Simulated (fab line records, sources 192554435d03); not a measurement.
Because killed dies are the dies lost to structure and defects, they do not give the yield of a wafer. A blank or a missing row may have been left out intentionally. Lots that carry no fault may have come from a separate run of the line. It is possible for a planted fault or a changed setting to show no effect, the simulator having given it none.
Matching of chambers ; flow n5-finfet ; N5_BEOL_M9_PECVD_70 on pecvd-01 has 3 sister chambers
The step deposits SiO2 from TEOS/O2, target thk 20 nm, time 22.7 s. 6 wafers are shown with their chamber, then 10 later ones without.

== WAFERS WITH THEIR CHAMBER ==
wafer;chamber;showerhead-plenum-p-Torr (Torr);throttle-valve-pct (%)
L088.3;1;8.69;22.9
L088.5;0;8.87;21.4
L089.2;1;8.69;22.5
L089.5;0;8.86;21.0
L090.2;2;8.80;20.3
L090.4;2;8.81;20.8

== WAFERS WHOSE CHAMBER IS MISSING ==
wafer;showerhead-plenum-p-Torr (Torr);throttle-valve-pct (%)
L090.6;8.86;21.3
L091.1;8.89;21.3
L091.2;8.68;22.7
L091.6;8.80;20.7
L092.1;8.81;20.4
L092.2;8.87;21.4
L092.3;8.67;22.3
L094.2;8.88;21.1
L094.3;8.80;20.8
L094.5;8.68;22.6

== CHAMBER TAKEN BY EACH ==
wafer;from the rows above;in truth
L090.6;0;0
L091.1;0;0
L091.2;1;1
L091.6;2;2
L092.1;2;2
L092.2;0;0
L092.3;1;1
L094.2;0;0
L094.3;2;2
L094.5;1;1
Placed correctly: 10 of 10. Can't be placed from these rows: 0. Number placed wrongly: 0.
How it was worked out, from the rows above alone: a wafer's distance from a chamber is the root of the sum, over the readings, of the square of ((its reading less the chamber's mean) divided by the reading's scatter). The wafer belongs to the nearest chamber; if the next one is less than 2 further off, it can't be placed. For every chamber, the mean is computed from those of its wafers that are shown. The scatter is the square root of a quotient: the sum, over the shown wafers, of each reading's squared deviation from its chamber's mean, divided by wafers minus chambers.
